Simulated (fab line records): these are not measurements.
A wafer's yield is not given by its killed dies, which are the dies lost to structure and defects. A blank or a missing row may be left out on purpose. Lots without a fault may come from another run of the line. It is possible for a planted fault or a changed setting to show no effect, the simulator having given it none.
Matching of chambers ; flow nand harc ; NHARC_A_CONTACT_ETCH_110 on rie diel-08 has 4 sister chambers
The step etches the open film in CF4/O2, target depth 60 nm, overetch 6 nm, time 33 s. 14 wafers are shown with their chamber, then 7 later ones without.

## EACH WAFER AND ITS CHAMBER
wafer;chamber;showerhead plenum p Torr (Torr);rf vpp V (V);oes_o_777_au (a.u.)
L127.4;1;1.28;195.1;1.005
L127.5;2;1.40;199.9;1.003
L127.6;1;1.28;197.0;0.995
L134.1;1;1.28;195.2;1.001
L134.3;2;1.40;198.0;0.992
L134.4;3;1.39;199.5;1.005
L136.1;1;1.28;198.1;0.993
L136.4;2;1.40;199.0;1.004
L136.6;2;1.40;198.8;1.004
L139.3;3;1.39;198.7;1.001
L139.4;2;1.39;197.8;1.007
L139.6;3;1.39;200.3;1.008
L143.3;1;1.28;196.5;1.003
L143.4;0;1.37;196.9;0.994

SIGNATURES (means of the wafers above)
reading;chamber 0;chamber 1;chamber 2;chamber 3;scatter within a chamber
showerhead plenum p Torr;1.3700;1.2800;1.3980;1.3900;0.00283
rf vpp V;196.900;196.380;198.700;199.500;1.03
oes_o_777_au;0.99400;0.99940;1.00200;1.00467;0.00516
Rule: for a wafer and a chamber, the distance is found by dividing, reading by reading, the gap between the wafer's reading and the chamber's mean by the reading's scatter, squaring, summing and taking the root. If the next closest chamber is less than 2 further off than the closest, the wafer can't be placed; otherwise it belongs to the closest. The scatter is the square root of a quotient: the sum, over the shown wafers, of each reading's squared deviation from its chamber's mean, divided by wafers minus chambers.

## WAFERS WITH NO CHAMBER GIVEN
wafer;showerhead plenum p Torr (Torr);rf vpp V (V);oes_o_777_au (a.u.)
L143.6;1.39;198.5;0.993
L144.3;1.39;199.3;1.008
L144.4;1.28;195.7;1.001
L144.6;1.39;197.9;1.006
L150.2;1.28;198.3;1.009
L150.4;1.37;198.4;1.000
L150.6;1.37;198.5;0.999

## THE CHAMBER EACH PASSED THROUGH
wafer;from the rows above;in truth
L143.6;can't be placed: 3 or 2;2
L144.3;3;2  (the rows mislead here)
L144.4;1;1
L144.6;can't be placed: 3 or 2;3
L150.2;1;1
L150.4;0;0
L150.6;0;0
Placed correctly: 4 of 7. Can't be placed from these rows: 2 (the true chamber is among the candidates in 2). Placed wrongly: 1.
